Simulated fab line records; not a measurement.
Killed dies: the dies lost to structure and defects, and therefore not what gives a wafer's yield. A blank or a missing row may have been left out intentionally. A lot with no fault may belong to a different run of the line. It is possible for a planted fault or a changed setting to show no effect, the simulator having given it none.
fab line records ; flow n5-finfet
record lots=11; wafers=30; last-day=17
route steps=1938 shown BEOL_M1@818 BEOL_M2@845 BEOL_M4@1111 PASSIVATION@1936
lots that met no fault: from a run of the same line without faults
start-h: hours from the record's first day to the start of the lot's first wafer shown ; wait-h: hours from the lot's prior step to this one ; " repeats the value in the row above ; L1.1+2: a single row standing in for several wafers ; - no value, or no start given ; * or withheld: withheld ; < > ~ a bound
route shown NAME@n: names a module that has steps shown in the file, with the first one's number in the route ; usual: average and standard deviation across the fault-free wafers ; same: alike in all rows ; chamber/n: place in a boat ; sites: each site's reading ; _std_site: standard deviation across them ; _edge_site: outer sites' mean less inner sites' ; radius-mm: how far each site lies from the wafer's centre ; mask NAME#n: copy n ; behind: the last tool/chamber to shape the wafer ; hold: reason for holding the lot/hours on hold/outcome of the hold ; device: the transistor (n, p or np) that didn't switch ; end of line: the route-end tests of the same wafers ; step lacking rows: just its recipe ; killed: dies lost to structure and defects at the first sort, not the wafer's yield ; map: a wafer's dies, x killed, . not, _ none there
set.NAME: the run value of the setting; set.NAME@STEP: its run value at that earlier step ; model.NAME: the simulator's own value behind a step, which no gauge read
one table for each step of the route and one row for each wafer, over a sample of lots
services: when a tool's chamber went out of use (start-h, in hours from the record's first day, below 0 if earlier), for how many hours, and the reason
## steps
# step N5_BEOL_M1_SPUTTER_81
# recipe material=Cu; target-thk-a=45; temp-c=-20; chamber-pressure-pa=0.07; power-w=withheld; time-s=8.29
# usual throttle-valve-pct=29.7/1.1
lot.wafer;tool;chamber;start-h;wait-h;throttle-valve-pct
L314.2;pvd-sputter-01;-;141.06;0.1;30.8
L314.5;pvd-sputter-01;-;141.06;0.1;31.3
L316.2;pvd-sputter-01;-;145.57;0.1;27.7
L316.5;pvd-sputter-01;-;145.57;0.1;31.3
L316.6;pvd-sputter-01;-;145.57;0.1;30.8
L318.1;pvd-sputter-03;-;151.99;0.1;29.7
L318.6;pvd-sputter-03;-;151.99;0.1;29.9
L320.3;pvd-sputter-01;-;174.82;0.1;29.1
L320.4;pvd-sputter-01;-;174.82;0.1;30.8
L320.5;pvd-sputter-01;-;174.82;0.1;27.5
L321.1;pvd-sputter-01;-;183.26;0.1;31.0
L321.5;pvd-sputter-01;-;183.26;0.1;27.5
L321.6;pvd-sputter-01;-;183.26;0.1;29.4
L325.1;pvd-sputter-01;-;191.26;0.1;31.4
L325.3;pvd-sputter-01;-;191.26;0.1;29.4
L325.4;pvd-sputter-01;-;191.26;0.1;27.6
L330.1;pvd-sputter-03;-;236.54;0.1;29.8
L330.2;pvd-sputter-03;-;236.54;0.1;30.1
L330.3;pvd-sputter-03;-;236.54;0.1;30.6
L332.1;pvd-sputter-03;-;250.56;0.1;29.6
L332.2;pvd-sputter-03;-;250.56;0.1;28.7
L334.1;pvd-sputter-02;-;257.98;0.1;28.5
L334.2;pvd-sputter-02;-;257.98;0.1;28.9
L334.5;pvd-sputter-02;-;257.98;0.1;29.0
L336.1;pvd-sputter-01;-;261.30;0.1;31.1
L336.2;pvd-sputter-01;-;261.30;0.1;29.2
L336.6;pvd-sputter-01;-;261.30;0.1;27.8
L335.1;pvd-sputter-02;-;262.38;0.1;29.5
L335.2;pvd-sputter-02;-;262.38;0.1;28.8
L335.5;pvd-sputter-02;-;262.38;0.1;28.5
# step N5_BEOL_M1_SPUTTER_88
# recipe material=Cu; target-thk-a=45; temp-c=-20; chamber-pressure-pa=0.07; power-w=withheld; time-s=8.29
# usual throttle-valve-pct=29.6/1.1
lot.wafer;tool;chamber;start-h;wait-h;throttle-valve-pct
L314.2;pvd-sputter-01;-;141.50;0.1;30.5
L314.5;pvd-sputter-01;-;141.50;0.1;31.2
L316.2;pvd-sputter-01;-;146.01;0.1;27.7
L316.5;pvd-sputter-01;-;146.01;0.1;31.1
L316.6;pvd-sputter-01;-;146.01;0.1;30.8
L318.1;pvd-sputter-03;-;152.43;0.1;29.6
L318.6;pvd-sputter-03;-;152.43;0.1;30.0
L320.3;pvd-sputter-01;-;175.26;0.1;29.2
L320.4;pvd-sputter-01;-;175.26;0.1;30.8
L320.5;pvd-sputter-01;-;175.26;0.1;27.8
L321.1;pvd-sputter-01;-;183.70;0.1;30.6
L321.5;pvd-sputter-01;-;183.70;0.1;27.6
L321.6;pvd-sputter-01;-;183.70;0.1;29.3
L325.1;pvd-sputter-01;-;191.70;0.1;31.0
L325.3;pvd-sputter-01;-;191.70;0.1;29.3
L325.4;pvd-sputter-01;-;191.70;0.1;27.7
L330.1;pvd-sputter-03;-;236.98;0.1;29.5
L330.2;pvd-sputter-03;-;236.98;0.1;29.9
L330.3;pvd-sputter-03;-;236.98;0.1;30.5
L332.1;pvd-sputter-03;-;251.00;0.1;29.9
L332.2;pvd-sputter-03;-;251.00;0.1;28.6
L334.1;pvd-sputter-02;-;258.42;0.1;28.3
L334.2;pvd-sputter-02;-;258.42;0.1;29.0
L334.5;pvd-sputter-02;-;258.42;0.1;29.0
L336.1;pvd-sputter-01;-;261.74;0.1;31.1
L336.2;pvd-sputter-01;-;261.74;0.1;29.2
L336.6;pvd-sputter-01;-;261.74;0.1;27.4
L335.1;pvd-sputter-02;-;262.82;0.1;29.4
L335.2;pvd-sputter-02;-;262.82;0.1;28.5
L335.5;pvd-sputter-02;-;262.82;0.1;28.8
# step N5_BEOL_M1_CMP_52
# recipe stop-on=SiOC; t-overpolish-s=6.8; down-force-psi=1; platen-rpm=50; clearing-platen-down-force-psi=1.5; clearing-platen-rpm=50; post-cmp-clean=cu-alkaline; target-thk-nm=40; clearing-platen-pad-velocity-m-s=0.99484; pad-velocity-m-s=0.99484
# usual barrier-field-endpoint-s=24.1/0.59; clearing-platen-rpm=50.006/0.028; motor-current-A=5.9/0.58; overpolish-run-s=6.801/0.0096; slurry-flow-ml-min=150.0/0.48; time-to-endpoint-s=60/3.1
# same t-overpolish-s=6.8
lot.wafer;tool;chamber;start-h;wait-h;barrier-field-endpoint-s;clearing-platen-rpm;motor-current-A;overpolish-run-s;slurry-flow-ml-min;time-to-endpoint-s
L314.2;cmp-01;0;142.91;0.2;24.2;50.021;6.4;6.788;150.3;63
L314.5;cmp-01;3;142.91;0.2;23.4;49.996;5.8;6.789;149.7;57
L316.2;cmp-01;0;147.69;0.4;24.2;49.998;6.3;6.803;150.9;59
L316.5;cmp-01;3;147.69;0.4;24.3;49.989;5.5;6.798;150.4;58
L316.6;cmp-01;0;147.69;0.4;24.9;49.954;6.1;6.799;149.9;63
L318.1;cmp-01;2;154.01;0.5;23.8;49.979;5.9;6.803;149.4;57
L318.6;cmp-01;0;154.01;0.5;24.3;50.039;6.6;6.791;150.6;60
L320.3;cmp-04;3;176.68;0.2;24.7;50.008;6.0;6.813;149.3;59
L320.4;cmp-04;1;176.68;0.2;24.5;49.969;7.3;6.798;150.7;61
L320.5;cmp-04;2;176.68;0.2;24.7;50.017;4.9;6.804;150.3;56
L321.1;cmp-01;3;185.13;0.3;23.3;49.986;5.2;6.809;150.3;56
L321.6;cmp-01;2;185.13;0.3;24.5;50.002;6.1;6.794;150.6;59
L321.5;cmp-01;3;185.13;0.3;23.7;49.975;5.4;6.814;149.1;55
L325.1;cmp-01;2;193.08;0.3;24.0;50.026;6.1;6.803;149.6;58
L325.3;cmp-01;0;193.08;0.3;25.2;49.948;6.3;6.787;150.0;64
L325.4;cmp-01;1;193.08;0.3;24.6;50.009;5.6;6.813;149.7;60
L330.1;cmp-01;3;238.49;0.3;23.2;50.003;5.6;6.792;148.9;56
L330.3;cmp-01;0;238.49;0.3;24.3;49.978;6.3;6.779;150.0;60
L330.2;cmp-01;2;238.49;0.3;23.0;50.017;6.1;6.801;149.9;56
L332.2;cmp-03;1;252.37;0.2;24.2;49.972;7.6;6.808;149.5;59
L332.1;cmp-03;2;252.37;0.2;24.7;49.981;6.0;6.805;150.1;60
L334.2;cmp-04;2;259.99;0.4;22.5;50.032;5.2;6.804;150.7;57
L334.1;cmp-04;0;259.99;0.4;25.4;50.024;6.0;6.806;149.9;72
L334.5;cmp-04;3;259.99;0.4;23.7;50.002;6.6;6.794;149.8;57
L336.1;cmp-04;0;263.28;0.4;26.1;49.984;5.9;6.796;150.0;70
L336.2;cmp-04;1;263.28;0.4;23.6;49.977;7.1;6.800;149.7;55
L336.6;cmp-04;2;263.28;0.4;23.6;50.080;4.9;6.796;150.4;54
L335.2;cmp-01;0;264.93;0.4;24.3;50.023;6.5;6.804;150.0;60
L335.1;cmp-01;2;264.93;0.4;23.5;49.976;6.5;6.793;150.0;57
L335.5;cmp-01;0;264.93;0.4;24.1;50.082;6.5;6.800;150.3;59
# step N5_BEOL_M2_COAT_61
# recipe resist=SOC; temp-c=250; time-s=60; spin-rpm=1500; resist-thk-nm=60
# usual run-length-s=66.21/0.23
lot.wafer;tool;chamber;start-h;wait-h;run-length-s
L314.2;litho-track-02;0;145.55;0.1;66.42
L314.5;litho-track-02;0;145.55;0.1;66.22
L316.2;litho-track-01;0;150.77;0.1;65.94
L316.5;litho-track-01;0;150.77;0.1;66.08
L316.6;litho-track-01;0;150.77;0.1;65.94
L318.1;litho-track-01;0;155.08;0.1;66.14
L318.6;litho-track-01;0;155.08;0.1;65.89
L320.3;litho-track-02;0;180.74;0.1;66.29
L320.4;litho-track-02;0;180.74;0.1;66.17
L320.5;litho-track-02;0;180.74;0.1;66.41
L321.1;litho-track-02;0;186.12;0.1;66.20
L321.5;litho-track-02;0;186.12;0.1;66.43
L321.6;litho-track-02;0;186.12;0.1;66.26
L325.1;litho-track-01;0;194.85;0.1;65.86
L325.3;litho-track-01;0;194.85;0.1;65.99
L325.4;litho-track-01;0;194.85;0.1;66.00
L330.1;litho-track-02;0;241.33;0.1;66.21
L330.2;litho-track-02;0;241.33;0.1;77.63
L330.3;litho-track-02;0;241.33;0.1;66.45
L332.1;litho-track-02;0;253.33;0.1;66.14
L332.2;litho-track-02;0;253.33;0.1;77.73
L334.1;litho-track-03;0;262.89;0.1;66.39
L334.2;litho-track-03;0;262.89;0.1;66.45
L334.5;litho-track-03;0;262.89;0.1;66.64
L336.1;litho-track-01;0;265.99;0.1;66.14
L336.2;litho-track-01;0;265.99;0.1;66.19
L336.6;litho-track-01;0;265.99;0.1;66.15
L335.1;litho-track-03;0;266.21;0.1;66.67
L335.2;litho-track-03;0;266.21;0.1;66.38
L335.5;litho-track-03;0;266.21;0.1;66.40
# step N5_BEOL_M4_RC_MEAS_101
# usual DIBL_N=35.3/2.5; DIBL_P=35/3.3; IOFF_N=0.15/0.049; IOFF_P=0.20/0.056; ION_N=673/16; ION_P=462/10; SS_N=71.2/0.85; SS_P=73.0/0.97; VT_N=252/4.9; VT_P=-251/5
lot.wafer;tool;chamber;start-h;wait-h;DIBL_N[mV/V];DIBL_P[mV/V];IOFF_N[nA/um];IOFF_P[nA/um];ION_N[uA/um];ION_P[uA/um];SS_N[mV/dec];SS_P[mV/dec];VT_N[mV];VT_P[mV]
L314.2;prober-02;0;180.63;0.2;34.2;33;0.13;0.19;673;461;70.8;72.6;251;-249
L314.5;prober-02;0;180.63;0.2;31.6;31;0.10;0.15;662;464;70.7;71.8;255;-252
L316.2;prober-02;0;195.20;0.2;40.5;41;0.25;0.29;710;483;72.2;74.0;244;-246
L316.5;prober-02;0;195.20;0.2;36.0;35;0.13;0.17;677;464;70.9;73.0;252;-254
L316.6;prober-02;0;195.20;0.2;39.7;40;0.21;0.25;681;463;72.3;73.7;248;-248
L318.1;prober-02;0;201.60;0.0;35.9;37;0.16;0.24;684;478;72.1;73.5;250;-249
L318.6;prober-02;0;201.60;0.0;34.6;35;0.13;0.20;676;471;71.6;73.7;252;-249
L320.3;prober-01;0;219.50;0.3;33.9;34;0.13;0.19;668;462;70.8;72.4;252;-251
L320.4;prober-01;0;219.50;0.3;39.9;41;0.23;0.32;698;479;72.1;74.7;244;-244
L320.5;prober-01;0;219.50;0.3;42.3;44;0.33;0.39;712;481;73.3;75.4;240;-241
L321.1;prober-02;0;219.74;0.0;35.6;35;0.14;0.20;668;464;70.9;72.9;249;-250
L321.5;prober-02;0;219.74;0.0;35.7;36;0.16;0.22;683;473;71.1;72.1;247;-251
L321.6;prober-02;0;219.74;0.0;36.1;36;0.15;0.21;683;470;71.6;72.9;252;-248
L325.1;prober-02;0;237.56;0.0;31.2;31;0.09;0.12;658;454;70.4;71.5;258;-259
L325.3;prober-02;0;237.56;0.0;33.6;33;0.11;0.14;654;450;70.6;72.9;256;-258
L325.4;prober-02;0;237.56;0.0;37.8;37;0.19;0.20;684;463;72.6;73.5;248;-253
L330.1;prober-02;0;273.40;0.0;37.0;39;0.18;0.28;683;471;71.1;73.8;246;-245
L330.2;prober-02;0;273.40;0.0;36.2;36;0.16;0.22;672;460;71.4;73.6;246;-247
L330.3;prober-02;0;273.40;0.0;36.2;36;0.15;0.21;682;465;70.8;73.3;246;-248
L334.1;prober-02;0;292.19;0.0;33.8;33;0.11;0.15;667;458;70.2;71.5;254;-256
L334.2;prober-02;0;292.19;0.0;34.3;34;0.11;0.15;678;467;70.8;71.8;258;-253
L334.5;prober-02;0;292.19;0.0;33.3;32;0.11;0.14;684;468;69.6;71.5;256;-257
L332.1;prober-01;0;292.35;0.0;34.7;35;0.12;0.18;676;471;70.4;72.4;255;-254
L332.2;prober-01;0;292.35;0.0;32.2;31;0.09;0.13;644;448;70.0;70.9;258;-256
L336.1;prober-02;0;297.30;0.0;30.2;29;0.08;0.11;665;457;70.0;72.5;259;-258
L336.2;prober-02;0;297.30;0.0;31.0;30;0.09;0.11;646;447;70.0;72.4;257;-257
L336.6;prober-02;0;297.30;0.0;31.3;30;0.09;0.12;648;442;69.9;72.0;259;-259
L335.1;prober-02;0;312.37;0.0;31.1;28;0.07;0.10;644;447;69.2;71.7;262;-261
L335.2;prober-02;0;312.37;0.0;34.4;30;0.10;0.12;640;434;70.3;71.8;260;-260
L335.5;prober-02;0;312.37;0.0;34.5;32;0.11;0.13;672;461;70.5;72.5;254;-258
# step N5_PASSIVATION_PROBE_49
# usual defect-limited-yield=91.3/1.4; killed_at_M0_to_M3=33/9.9; killed_at_M4_up=15/5.6; killed-at-contacts=13/5.7; killed-at-front-end=38/12; killed-at-other=4/3.1; killed-dies=103/17; killed-open=66/13; killed-short=32/7.8; sort_bin_4_leakage=0.02/0.16; sort_bin_5_function=5.1/0.95; sort_bin_6_memory=3.2/0.68; sort_bin_8_speed=0.02/0.22; sort-n-pass=1077/17; sort-yield-pct=91.3/1.5
# same gross-dies=1180; killed-at-back-side=0
lot.wafer;tool;chamber;start-h;wait-h;defect-limited-yield[%];killed_at_M0_to_M3;killed_at_M4_up;killed-at-contacts;killed-at-front-end;killed-at-other;killed-dies;killed-open;killed-short;sort_bin_4_leakage[%];sort_bin_5_function[%];sort_bin_6_memory[%];sort_bin_8_speed[%];sort-n-pass;sort-yield-pct[%]
L314.2;prober-02;-;288.28;0.1;91.0;22;18;19;44;3;106;78;28;0;5.5;3.4;0;1074;91.0
L314.5;prober-02;-;288.43;0.2;92.7;25;13;10;38;0;86;54;23;0;4.6;1.9;0;1094;92.7
L316.2;prober-02;-;299.49;0.1;88.9;50;18;13;47;3;131;83;45;0;7.8;3.1;0;1049;88.9
L316.5;prober-02;-;299.64;0.2;92.1;49;15;8;17;4;93;57;32;0;4.6;3.1;0;1087;92.1
L316.6;prober-02;-;299.69;0.3;90.5;56;5;13;35;3;112;71;37;0;6.0;3.0;0;1068;90.5
L318.1;prober-01;-;305.33;0.0;88.1;41;14;20;56;9;140;93;45;0;6.9;4.2;0;1040;88.1
L318.6;prober-01;-;305.58;0.3;89.5;22;8;17;75;2;124;96;27;0;7.2;3.1;0;1056;89.5
L320.3;prober-02;-;321.27;0.1;90.9;28;15;11;50;3;107;62;39;0;5.3;2.8;0;1073;90.9
L320.4;prober-02;-;321.32;0.2;90.9;26;20;20;40;1;107;70;29;0;6.3;2.5;0;1073;90.9
L320.5;prober-02;-;321.37;0.2;90.9;29;14;23;39;2;107;69;35;1.27;5.7;3.1;0;1058;89.7
L321.1;prober-01;-;324.85;0.0;91.3;25;13;12;51;2;103;77;25;0;4.8;3.6;0;1077;91.3
L321.5;prober-01;-;325.05;0.2;92.4;25;25;7;31;2;90;60;28;0;4.5;3.0;0;1090;92.4
L321.6;prober-01;-;325.10;0.3;92.7;26;24;6;26;4;86;55;30;0;4.3;2.8;0;1094;92.7
L325.1;prober-02;-;345.94;0.0;94.2;13;16;4;36;0;69;43;24;0;3.6;1.9;0;1111;94.2
L325.3;prober-02;-;346.04;0.1;92.5;43;7;9;28;2;89;61;27;0;5.0;1.9;0;1091;92.5
L325.4;prober-02;-;346.09;0.2;92.8;29;9;7;38;2;85;45;33;0;4.1;2.3;0;1095;92.8
L330.1;prober-01;-;379.81;0.0;89.0;48;25;5;48;4;130;88;33;0;5.0;5.1;0;1050;89.0
L330.2;prober-01;-;379.86;0.1;90.9;33;17;5;50;2;107;70;35;0;5.7;3.2;0;1073;90.9
L330.3;prober-01;-;379.91;0.1;91.3;28;18;9;47;1;103;68;29;0;4.8;3.6;0;1077;91.3
L332.1;prober-01;-;396.70;0.0;91.0;36;10;12;43;5;106;65;37;0;5.1;3.4;0;1074;91.0
L332.2;prober-01;-;396.75;0.1;92.9;27;6;13;33;5;84;51;28;0;4.3;2.6;0;1096;92.9
L334.1;prober-02;-;399.95;0.0;92.8;14;11;5;50;5;85;42;31;0;3.6;2.9;0;1095;92.8
L334.2;prober-02;-;400.00;0.1;90.4;37;18;16;38;4;113;62;46;0;5.4;3.9;0;1067;90.4
L334.5;prober-02;-;400.15;0.2;91.9;25;13;18;33;6;95;61;30;0;4.7;3.0;0;1085;91.9
L336.1;prober-02;-;406.15;0.0;92.5;32;9;12;33;2;88;50;37;0;4.7;2.3;0;1092;92.5
L336.2;prober-02;-;406.20;0.1;91.9;29;12;5;49;0;95;52;36;0;4.4;2.9;0;1085;91.9
L336.6;prober-02;-;406.40;0.3;93.3;42;5;10;20;2;79;47;29;0;3.6;2.8;0;1101;93.3
L335.1;prober-01;-;419.00;0.0;89.9;38;18;14;41;8;119;85;32;0;5.7;4.2;0.08;1060;89.8
L335.2;prober-01;-;419.05;0.1;92.4;19;8;8;46;9;90;57;27;0;4.7;2.8;2.63;1059;89.7
L335.5;prober-01;-;419.20;0.2;93.6;19;8;8;34;6;75;56;18;0;3.4;2.9;0;1105;93.6
# killed by level:class
L314.2 FIN_SAQP:geometric-particle:open=15 MOL_CONTACT_COAG:geometric-particle:open=14 BEOL_M4:geometric-particle:open=10 FIN_SAQP:geometric-particle:short=8 BEOL_M0_SAQP:geometric-particle:open=8 BEOL_M5:geometric-particle:open=6 STI_FIN_REVEAL:geometric-particle:open=5 GATE_CUT:geometric-particle:short=5
L314.5 BEOL_M0_SAQP:geometric-particle:open=8 STI_FIN_REVEAL:geometric-particle:open=8 MOL_CONTACT_COAG:geometric-particle:open=8 HKMG_FIN:area-etch=7 FIN_SAQP:geometric-particle:open=5 ILD0:geometric-particle:short=4 BEOL_M0_SAQP:geometric-particle:short=4 BEOL_M0:geometric-particle:open=4
L316.2 BEOL_M2:geometric-particle:open=13 STI_FIN_REVEAL:geometric-particle:open=11 BEOL_M1:geometric-particle:open=10 MOL_CONTACT_COAG:geometric-particle:open=8 BEOL_M0_SAQP:geometric-particle:short=8 FIN_SAQP:geometric-particle:open=6 FIN_SAQP:geometric-particle:short=6 MOL_CONTACT_COAG:geometric-particle:short=5
L316.5 BEOL_M0_SAQP:geometric-particle:short=13 BEOL_M2:geometric-particle:open=12 BEOL_M0_SAQP:geometric-particle:open=7 MOL_CONTACT_COAG:geometric-particle:open=5 BEOL_M3:geometric-particle:open=5 BEOL_M4:geometric-particle:open=4 FIN_SAQP:geometric-particle:open=3 STI_FIN_REVEAL:geometric-particle:open=3
L316.6 BEOL_M0_SAQP:geometric-particle:open=19 BEOL_M0_SAQP:geometric-particle:short=12 MOL_CONTACT_COAG:geometric-particle:open=11 BEOL_M2:geometric-particle:open=10 STI_FIN_REVEAL:geometric-particle:open=6 BEOL_M1:geometric-particle:open=5 BEOL_M3:geometric-particle:open=5 FIN_SAQP:geometric-particle:short=4
L318.1 MOL_CONTACT_COAG:geometric-particle:open=18 FIN_SAQP:geometric-particle:open=14 BEOL_M3:geometric-particle:open=13 STI_FIN_REVEAL:geometric-particle:open=11 FIN_SAQP:geometric-particle:short=10 BEOL_M1:geometric-particle:open=9 BEOL_M2:geometric-particle:open=6 BEOL_M0_SAQP:geometric-particle:short=6
L318.6 STI_FIN_REVEAL:geometric-particle:open=32 MOL_CONTACT_COAG:geometric-particle:open=15 FIN_SAQP:geometric-particle:open=11 BEOL_M0_SAQP:geometric-particle:open=10 BEOL_M3:geometric-particle:open=7 DUMMY_GATE:geometric-particle:short=5 GATE_CUT:geometric-particle:short=5 FIN_SAQP:geometric-particle:short=4
L320.3 FIN_SAQP:geometric-particle:short=11 STI_FIN_REVEAL:geometric-particle:open=10 MOL_CONTACT_COAG:geometric-particle:open=9 GATE_CUT:geometric-particle:short=6 BEOL_M5:geometric-particle:open=6 BEOL_M1:geometric-particle:open=6 HKMG_FIN:area-etch=6 BEOL_M0_SAQP:geometric-particle:open=5
L320.4 FIN_SAQP:geometric-particle:open=16 MOL_CONTACT_COAG:geometric-particle:open=15 BEOL_M0_SAQP:geometric-particle:short=7 BEOL_M0_SAQP:geometric-particle:open=7 BEOL_M4:geometric-particle:open=6 STARTING-WAFER:geometric-particle:open=4 FIN_SAQP:geometric-particle:short=4 STI_FIN_REVEAL:geometric-particle:open=4
L320.5 MOL_CONTACT_COAG:geometric-particle:open=18 FIN_SAQP:geometric-particle:open=9 BEOL_M2:geometric-particle:open=8 FIN_SAQP:geometric-particle:short=7 BEOL_M1:geometric-particle:open=7 GATE_CUT:geometric-particle:open=6 BEOL_M0_SAQP:geometric-particle:short=6 BEOL_M4:geometric-particle:open=5
L321.1 FIN_SAQP:geometric-particle:open=26 BEOL_M3:geometric-particle:open=10 MOL_CONTACT_COAG:geometric-particle:open=8 BEOL_M5:geometric-particle:open=7 FIN_SAQP:geometric-particle:short=6 BEOL_M2:geometric-particle:open=5 MOL_CONTACT_COAG:geometric-particle:short=4 GATE_CUT:geometric-particle:short=3
L321.5 BEOL_M4:geometric-particle:open=11 FIN_SAQP:geometric-particle:open=9 FIN_SAQP:geometric-particle:short=9 BEOL_M2:geometric-particle:open=6 MOL_CONTACT_COAG:geometric-particle:open=5 BEOL_M0_SAQP:geometric-particle:short=5 BEOL_M3:geometric-particle:open=5 STARTING-WAFER:geometric-particle:open=5
L321.6 BEOL_M4:geometric-particle:open=15 GATE_CUT:geometric-particle:open=5 BEOL_M0_SAQP:geometric-particle:short=5 FIN_SAQP:geometric-particle:short=4 GATE_CUT:geometric-particle:short=4 MOL_CONTACT_COAG:geometric-particle:open=4 BEOL_M0_SAQP:geometric-particle:open=4 BEOL_M0:geometric-particle:short=4
L325.1 STI_FIN_REVEAL:geometric-particle:open=9 FIN_SAQP:geometric-particle:short=4 MOL_CONTACT_COAG:geometric-particle:open=4 BEOL_M6:geometric-particle:open=4 STARTING-WAFER:geometric-particle:short=4 FIN_SAQP:geometric-particle:open=3 ILD0:geometric-particle:short=3 BEOL_M1:geometric-particle:short=3
L325.3 BEOL_M1:geometric-particle:open=10 STI_FIN_REVEAL:geometric-particle:open=8 BEOL_M0_SAQP:geometric-particle:open=8 MOL_CONTACT_COAG:geometric-particle:open=7 BEOL_M2:geometric-particle:open=7 FIN_SAQP:geometric-particle:open=5 BEOL_M0_SAQP:geometric-particle:short=5 BEOL_M2:geometric-particle:short=4
L325.4 BEOL_M0_SAQP:geometric-particle:short=7 MOL_CONTACT_COAG:geometric-particle:open=6 BEOL_M0_SAQP:geometric-particle:open=6 HKMG_FIN:area-etch=6 STI_FIN_REVEAL:geometric-particle:open=5 BEOL_M2:geometric-particle:open=5 STI_FIN_REVEAL:geometric-particle:short=4 BEOL_M3:geometric-particle:open=4
L330.1 BEOL_M2:geometric-particle:open=15 BEOL_M4:geometric-particle:open=11 STI_FIN_REVEAL:geometric-particle:open=10 BEOL_M0:geometric-particle:open=10 BEOL_M0_SAQP:geometric-particle:open=8 HKMG_FIN:area-etch=8 FIN_SAQP:geometric-particle:short=7 BEOL_M5:geometric-particle:open=6
L330.2 STI_FIN_REVEAL:geometric-particle:open=21 BEOL_M4:geometric-particle:open=10 DUMMY_GATE:geometric-particle:open=9 BEOL_M1:geometric-particle:short=6 BEOL_M1:geometric-particle:open=6 BEOL_M2:geometric-particle:open=6 STARTING-WAFER:geometric-particle:short=6 BEOL_M0_SAQP:geometric-particle:short=4
L330.3 BEOL_M2:geometric-particle:open=17 STI_FIN_REVEAL:geometric-particle:open=9 GATE_CUT:geometric-particle:open=7 MOL_CONTACT_COAG:geometric-particle:open=7 BEOL_M4:geometric-particle:open=7 GATE_CUT:geometric-particle:short=5 FIN_SAQP:geometric-particle:short=4 DUMMY_GATE:geometric-particle:short=4
L332.1 STI_FIN_REVEAL:geometric-particle:open=11 MOL_CONTACT_COAG:geometric-particle:open=10 FIN_SAQP:geometric-particle:short=8 BEOL_M2:geometric-particle:open=8 BEOL_M3:geometric-particle:open=6 BEOL_M0_SAQP:geometric-particle:open=5 GATE_CUT:geometric-particle:short=5 BEOL_M1:geometric-particle:open=5
L332.2 MOL_CONTACT_COAG:geometric-particle:open=11 BEOL_M1:geometric-particle:open=10 STI_FIN_REVEAL:geometric-particle:open=6 GATE_CUT:geometric-particle:short=6 BEOL_M3:geometric-particle:open=6 FIN_SAQP:geometric-particle:open=5 DUMMY_GATE:geometric-particle:short=5 BEOL_M0_SAQP:geometric-particle:short=4
L334.1 FIN_SAQP:geometric-particle:open=12 FIN_SAQP:geometric-particle:short=10 HKMG_FIN:area-etch=8 BEOL_M3:geometric-particle:open=6 MOL_CONTACT_COAG:geometric-particle:open=4 BEOL_M0_SAQP:geometric-particle:short=4 STARTING-WAFER:geometric-particle:short=4 DUMMY_GATE:geometric-particle:short=3
L334.2 MOL_CONTACT_COAG:geometric-particle:open=13 FIN_SAQP:geometric-particle:short=9 BEOL_M0_SAQP:geometric-particle:short=9 FIN_SAQP:geometric-particle:open=8 BEOL_M3:geometric-particle:open=8 GATE_CUT:geometric-particle:short=6 BEOL_M4:geometric-particle:open=6 BEOL_M0:geometric-particle:open=5
L334.5 MOL_CONTACT_COAG:geometric-particle:open=17 FIN_SAQP:geometric-particle:open=11 BEOL_M3:geometric-particle:open=9 GATE_CUT:geometric-particle:short=6 BEOL_M0_SAQP:geometric-particle:short=6 BEOL_M5:geometric-particle:open=6 FIN_SAQP:geometric-particle:short=5 STARTING-WAFER:geometric-particle:open=3
L336.1 FIN_SAQP:geometric-particle:short=9 BEOL_M2:geometric-particle:open=9 MOL_CONTACT_COAG:geometric-particle:open=8 GATE_CUT:geometric-particle:short=7 BEOL_M0_SAQP:geometric-particle:short=6 BEOL_M3:geometric-particle:open=5 STI_FIN_REVEAL:geometric-particle:open=4 MOL_CONTACT_COAG:geometric-particle:short=4
L336.2 FIN_SAQP:geometric-particle:short=15 FIN_SAQP:geometric-particle:open=10 BEOL_M0_SAQP:geometric-particle:short=8 BEOL_M3:geometric-particle:open=8 STI_FIN_REVEAL:geometric-particle:open=6 BEOL_M0_SAQP:geometric-particle:open=5 BEOL_M4:geometric-particle:open=5 MOL_CONTACT_COAG:geometric-particle:open=4
L336.6 BEOL_M0_SAQP:geometric-particle:short=13 MOL_CONTACT_COAG:geometric-particle:open=9 BEOL_M3:geometric-particle:open=8 BEOL_M0_SAQP:geometric-particle:open=8 BEOL_M1:geometric-particle:open=5 FIN_SAQP:geometric-particle:open=3 GATE_CUT:geometric-particle:short=3 BEOL_M2:geometric-particle:open=3
L335.1 STI_FIN_REVEAL:geometric-particle:open=13 BEOL_M3:geometric-particle:open=12 MOL_CONTACT_COAG:geometric-particle:open=10 BEOL_M2:geometric-particle:open=9 BEOL_M3:geometric-particle:short=6 BEOL_M4:geometric-particle:open=6 DUMMY_GATE:geometric-particle:open=5 BEOL_M0_SAQP:geometric-particle:open=5
L335.2 STI_FIN_REVEAL:geometric-particle:open=13 FIN_SAQP:geometric-particle:open=7 MOL_CONTACT_COAG:geometric-particle:open=7 GATE_CUT:geometric-particle:short=4 BEOL_M2:geometric-particle:open=4 FIN_SAQP:geometric-particle:short=3 BEOL_M4:geometric-particle:open=3 ILD0:geometric-particle:short=3
L335.5 STI_FIN_REVEAL:geometric-particle:open=14 MOL_CONTACT_COAG:geometric-particle:open=7 FIN_SAQP:geometric-particle:open=4 DUMMY_GATE:geometric-particle:open=4 BEOL_M0_SAQP:geometric-particle:open=4 BEOL_M1:geometric-particle:open=4 BEOL_M3:geometric-particle:open=3 BEOL_M4:geometric-particle:open=3
## services
tool;chamber;start-h;hours;kind
cmp-01;-;129.16;0.3;repair
pvd-sputter-02;-;134.32;7.9;repair
cmp-04;-;143.74;5.2;repair
cmp-03;-;148.19;4.0;pm
pvd-sputter-02;-;157.03;4.8;repair
cmp-03;-;209.40;4.8;pm
cmp-04;-;214.94;4.2;pm
pvd-sputter-03;-;216.20;4.0;repair
cmp-01;-;218.45;0.2;repair
cmp-04;-;223.44;4.0;pm
cmp-01;-;227.34;0.2;repair
cmp-04;-;227.44;-;consumable-replace:conditioner
cmp-04;-;227.44;-;consumable-replace:pad
cmp-01;-;231.05;4.0;pm
cmp-01;-;235.05;-;consumable-replace:conditioner
cmp-01;-;235.05;-;consumable-replace:pad
cmp-01;-;248.78;5.1;pm
cmp-01;-;253.92;8.5;pm
cmp-04;-;261.59;0.5;repair
## key
first-sign step=N5_BEOL_M2_COAT_61; reading=run-length-s; direction=up; sigmas=51; usual=*; struck=*
effect none on later readings
met-at N5_BEOL_M2_COAT_61
struck-lots L330,L332
struck-wafers L330.2,L332.2
not-acting-at N5_BEOL_M1_SPUTTER_81,N5_BEOL_M1_SPUTTER_88,N5_BEOL_M1_CMP_52
onset-between 186.12 241.33
fault kind=process-parameter-drift; tool=litho-track-02; chamber=-; onset-h=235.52; steps=N5_BEOL_M2_COAT_61; channel=time-s; offset=*; shape=step; end-h=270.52; scope=struck-wafers-only; acts-in=*; stated=*
